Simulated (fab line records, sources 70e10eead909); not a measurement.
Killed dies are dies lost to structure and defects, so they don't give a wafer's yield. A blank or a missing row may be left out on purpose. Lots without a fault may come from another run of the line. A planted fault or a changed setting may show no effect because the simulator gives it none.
Chamber matching | flow nand_harc | NHARC_A_CONTACT_DEP_24 on pecvd-04: 3 sister chambers
The step deposits SiO2, target thk 500 nm. 14 wafers are shown with their chamber, then 7 later ones without.

WAFERS WITH THEIR CHAMBER
wafer  | chamber | heater_power_w (W) | throttle_valve_pct (%)
L074.1 | 2       | 478                | 16.0
L074.2 | 0       | 539                | 15.4
L074.5 | 2       | 499                | 16.1
L077.3 | 2       | 375                | 16.3
L077.4 | 2       | 423                | 16.2
L077.6 | 1       | 757                | 16.3
L084.1 | 1       | 663                | 16.0
L084.2 | 0       | 521                | 15.4
L084.6 | 1       | 691                | 15.9
L087.2 | 2       | 434                | 15.2
L087.4 | 2       | 456                | 14.9
L087.5 | 2       | 477                | 14.9
L091.1 | 2       | 496                | 15.0
L091.4 | 0       | 600                | 15.6

SIGNATURES (means of the wafers above)
reading            | chamber 0 | chamber 1 | chamber 2 | scatter within a chamber
heater_power_w     | 553.33    | 703.67    | 454.75    | 43.3
throttle_valve_pct | 15.467    | 16.067    | 15.575    | 0.511
Rule: a wafer's distance from a chamber is the root of the sum, over the readings, of the square of ((its reading less the chamber's mean) divided by the reading's scatter). The wafer belongs to the nearest chamber; if the next one is less than 2 further off, it can't be placed. The scatter: the root of (the sum of the squares of (reading less its chamber's mean) over the shown wafers, divided by (wafers less chambers)).

WAFERS WITHOUT THEIR CHAMBER
wafer  | heater_power_w (W) | throttle_valve_pct (%)
L091.6 | 507                | 15.4
L094.1 | 503                | 15.4
L094.4 | 379                | 15.3
L094.6 | 553                | 15.3
L097.2 | 561                | 15.4
L097.4 | 595                | 15.5
L097.6 | 504                | 15.7

WHICH CHAMBER EACH WENT THROUGH
wafer  | from the rows above     | in truth
L091.6 | can't be placed: 0 or 2 | 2
L094.1 | can't be placed: 2 or 0 | 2
L094.4 | 2                       | 2
L094.6 | 0                       | 0
L097.2 | 0                       | 0
L097.4 | can't be placed: 0 or 1 | 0
L097.6 | can't be placed: 2 or 0 | 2
Placed correctly: 3 of 7. Can't be placed from these rows: 4 (the true chamber is among the candidates in 4). Placed wrongly: 0.
